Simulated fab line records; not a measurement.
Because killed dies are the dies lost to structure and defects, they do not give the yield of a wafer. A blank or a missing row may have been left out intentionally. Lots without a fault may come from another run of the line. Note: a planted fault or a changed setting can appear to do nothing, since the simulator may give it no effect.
Matching of chambers || flow n5Finfet || rieDiel-03 running N5_SD_EPI_P_DESCUM_14: 4 sister chambers
The step chemistry O2, time 7.9 s. 18 wafers are shown with their chamber, then 9 later ones without.

## WAFERS, EACH WITH ITS CHAMBER
{"wafer": "L074.2", "chamber": 2, "showerheadPlenumPTorr (Torr)": 2.11, "throttleValvePct (%)": 20.42, "oesProductAu (a.u.)": 0.77}
{"wafer": "L074.3", "chamber": 1, "showerheadPlenumPTorr (Torr)": 2.10, "throttleValvePct (%)": 20.76, "oesProductAu (a.u.)": 0.78}
{"wafer": "L074.5", "chamber": 1, "showerheadPlenumPTorr (Torr)": 2.10, "throttleValvePct (%)": 20.77, "oesProductAu (a.u.)": 0.77}
{"wafer": "L075.1", "chamber": 2, "showerheadPlenumPTorr (Torr)": 2.11, "throttleValvePct (%)": 20.41, "oesProductAu (a.u.)": 0.75}
{"wafer": "L075.3", "chamber": 0, "showerheadPlenumPTorr (Torr)": 2.20, "throttleValvePct (%)": 20.25, "oesProductAu (a.u.)": 0.79}
{"wafer": "L075.5", "chamber": 0, "showerheadPlenumPTorr (Torr)": 2.20, "throttleValvePct (%)": 20.24, "oesProductAu (a.u.)": 0.79}
{"wafer": "L080.1", "chamber": 3, "showerheadPlenumPTorr (Torr)": 2.24, "throttleValvePct (%)": 20.22, "oesProductAu (a.u.)": 0.95}
{"wafer": "L080.3", "chamber": 2, "showerheadPlenumPTorr (Torr)": 2.10, "throttleValvePct (%)": 20.43, "oesProductAu (a.u.)": 0.75}
{"wafer": "L080.5", "chamber": 2, "showerheadPlenumPTorr (Torr)": 2.10, "throttleValvePct (%)": 20.44, "oesProductAu (a.u.)": 0.76}
{"wafer": "L081.2", "chamber": 2, "showerheadPlenumPTorr (Torr)": 2.10, "throttleValvePct (%)": 20.42, "oesProductAu (a.u.)": 0.75}
{"wafer": "L081.3", "chamber": 1, "showerheadPlenumPTorr (Torr)": 2.10, "throttleValvePct (%)": 20.81, "oesProductAu (a.u.)": 0.74}
{"wafer": "L081.5", "chamber": 3, "showerheadPlenumPTorr (Torr)": 2.24, "throttleValvePct (%)": 20.23, "oesProductAu (a.u.)": 0.95}
{"wafer": "L085.3", "chamber": 1, "showerheadPlenumPTorr (Torr)": 2.10, "throttleValvePct (%)": 20.81, "oesProductAu (a.u.)": 0.74}
{"wafer": "L085.4", "chamber": 3, "showerheadPlenumPTorr (Torr)": 2.24, "throttleValvePct (%)": 20.23, "oesProductAu (a.u.)": 0.92}
{"wafer": "L085.6", "chamber": 3, "showerheadPlenumPTorr (Torr)": 2.24, "throttleValvePct (%)": 20.24, "oesProductAu (a.u.)": 0.93}
{"wafer": "L086.1", "chamber": 2, "showerheadPlenumPTorr (Torr)": 2.10, "throttleValvePct (%)": 20.45, "oesProductAu (a.u.)": 0.75}
{"wafer": "L086.3", "chamber": 3, "showerheadPlenumPTorr (Torr)": 2.24, "throttleValvePct (%)": 20.24, "oesProductAu (a.u.)": 0.92}
{"wafer": "L086.4", "chamber": 0, "showerheadPlenumPTorr (Torr)": 2.19, "throttleValvePct (%)": 20.27, "oesProductAu (a.u.)": 0.77}

SIGNATURES (averages over the wafers above)
{"reading": "showerheadPlenumPTorr", "chamber 0": 2.1967, "chamber 1": 2.1000, "chamber 2": 2.1033, "chamber 3": 2.2400, "scatter within a chamber": 0.00378}
{"reading": "throttleValvePct", "chamber 0": 20.2533, "chamber 1": 20.7875, "chamber 2": 20.4283, "chamber 3": 20.2320, "scatter within a chamber": 0.0167}
{"reading": "oesProductAu", "chamber 0": 0.7833, "chamber 1": 0.7575, "chamber 2": 0.7550, "chamber 3": 0.9340, "scatter within a chamber": 0.0142}
Rule: a wafer lies at a distance from a chamber equal to the root of the sum of squares, over the readings, of (its reading less the chamber's mean, divided by the reading's scatter). If the next closest chamber is less than 2 further off than the closest, the wafer can't be placed; otherwise it belongs to the closest. The scatter: take each reading less its chamber's mean, square it, sum over the shown wafers, divide by the number of wafers less the number of chambers, and take the root.

## WAFERS WITHOUT THEIR CHAMBER
{"wafer": "L089.4", "showerheadPlenumPTorr (Torr)": 2.10, "throttleValvePct (%)": 20.82, "oesProductAu (a.u.)": 0.73}
{"wafer": "L089.5", "showerheadPlenumPTorr (Torr)": 2.10, "throttleValvePct (%)": 20.83, "oesProductAu (a.u.)": 0.74}
{"wafer": "L089.6", "showerheadPlenumPTorr (Torr)": 2.19, "throttleValvePct (%)": 20.27, "oesProductAu (a.u.)": 0.76}
{"wafer": "L092.2", "showerheadPlenumPTorr (Torr)": 2.19, "throttleValvePct (%)": 20.29, "oesProductAu (a.u.)": 0.75}
{"wafer": "L092.5", "showerheadPlenumPTorr (Torr)": 2.09, "throttleValvePct (%)": 20.83, "oesProductAu (a.u.)": 0.74}
{"wafer": "L092.6", "showerheadPlenumPTorr (Torr)": 2.19, "throttleValvePct (%)": 20.28, "oesProductAu (a.u.)": 0.76}
{"wafer": "L096.1", "showerheadPlenumPTorr (Torr)": 2.18, "throttleValvePct (%)": 20.30, "oesProductAu (a.u.)": 0.75}
{"wafer": "L096.3", "showerheadPlenumPTorr (Torr)": 2.10, "throttleValvePct (%)": 20.46, "oesProductAu (a.u.)": 0.73}
{"wafer": "L096.4", "showerheadPlenumPTorr (Torr)": 2.09, "throttleValvePct (%)": 20.84, "oesProductAu (a.u.)": 0.73}

## CHAMBER TAKEN BY EACH
{"wafer": "L089.4", "from the rows above": 1, "in truth": 1}
{"wafer": "L089.5", "from the rows above": 1, "in truth": 1}
{"wafer": "L089.6", "from the rows above": 0, "in truth": 0}
{"wafer": "L092.2", "from the rows above": 0, "in truth": 0}
{"wafer": "L092.5", "from the rows above": 1, "in truth": 1}
{"wafer": "L092.6", "from the rows above": 0, "in truth": 0}
{"wafer": "L096.1", "from the rows above": 0, "in truth": 0}
{"wafer": "L096.3", "from the rows above": 2, "in truth": 2}
{"wafer": "L096.4", "from the rows above": 1, "in truth": 1}
Correctly placed: 9 of 9. Not placeable from these rows: 0. Number placed wrongly: 0.
